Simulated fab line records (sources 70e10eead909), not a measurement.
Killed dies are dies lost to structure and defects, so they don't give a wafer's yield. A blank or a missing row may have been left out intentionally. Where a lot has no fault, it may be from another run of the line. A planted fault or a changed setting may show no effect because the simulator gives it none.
Matching of chambers / flow nand_harc / NHARC_A_M0_DEP_32 on pecvd-04 has 3 sister chambers
The step deposits SiCN, target thk 30 nm. 6 wafers are shown with their chamber, then 8 later ones without.

EACH WAFER AND ITS CHAMBER
wafer=L269.4; chamber=1; showerhead_vpp_V (V)=1271; heater_power_w (W)=664
wafer=L269.5; chamber=2; showerhead_vpp_V (V)=1287; heater_power_w (W)=643
wafer=L268.2; chamber=0; showerhead_vpp_V (V)=1321; heater_power_w (W)=560
wafer=L268.4; chamber=2; showerhead_vpp_V (V)=1277; heater_power_w (W)=677
wafer=L268.5; chamber=0; showerhead_vpp_V (V)=1325; heater_power_w (W)=573
wafer=L273.1; chamber=1; showerhead_vpp_V (V)=1253; heater_power_w (W)=674

WAFERS WITHOUT THEIR CHAMBER
wafer=L273.3; showerhead_vpp_V (V)=1325; heater_power_w (W)=575
wafer=L273.6; showerhead_vpp_V (V)=1303; heater_power_w (W)=568
wafer=L283.1; showerhead_vpp_V (V)=1321; heater_power_w (W)=588
wafer=L283.4; showerhead_vpp_V (V)=1268; heater_power_w (W)=657
wafer=L283.5; showerhead_vpp_V (V)=1231; heater_power_w (W)=686
wafer=L285.1; showerhead_vpp_V (V)=1245; heater_power_w (W)=604
wafer=L285.3; showerhead_vpp_V (V)=1285; heater_power_w (W)=602
wafer=L285.4; showerhead_vpp_V (V)=1251; heater_power_w (W)=604

WHICH CHAMBER EACH ONE RAN IN
wafer=L273.3; from the rows above=0; in truth=0
wafer=L273.6; from the rows above=0; in truth=0
wafer=L283.1; from the rows above=0; in truth=0
wafer=L283.4; from the rows above=can't be placed: 1 or 2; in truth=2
wafer=L283.5; from the rows above=1; in truth=1
wafer=L285.1; from the rows above=can't be placed: 1 or 2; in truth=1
wafer=L285.3; from the rows above=can't be placed: 2 or 0 or 1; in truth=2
wafer=L285.4; from the rows above=can't be placed: 1 or 2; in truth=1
4 of 8 placed correctly. From these rows, 4 cannot be placed; in 4 the true chamber is one of the candidates. Number placed wrongly: 0.
How it was worked out, from the rows above alone: a wafer's distance from a chamber is the root of the sum, over the readings, of the square of ((its reading less the chamber's mean) divided by the reading's scatter). If the next closest chamber is less than 2 further off than the closest, the wafer can't be placed; otherwise it belongs to the closest. Each chamber's mean is taken over the wafers shown for it. How the scatter is found: for the shown wafers, subtract from each reading the mean of its chamber, square and add these, divide the total by (wafers less chambers), then take the root.
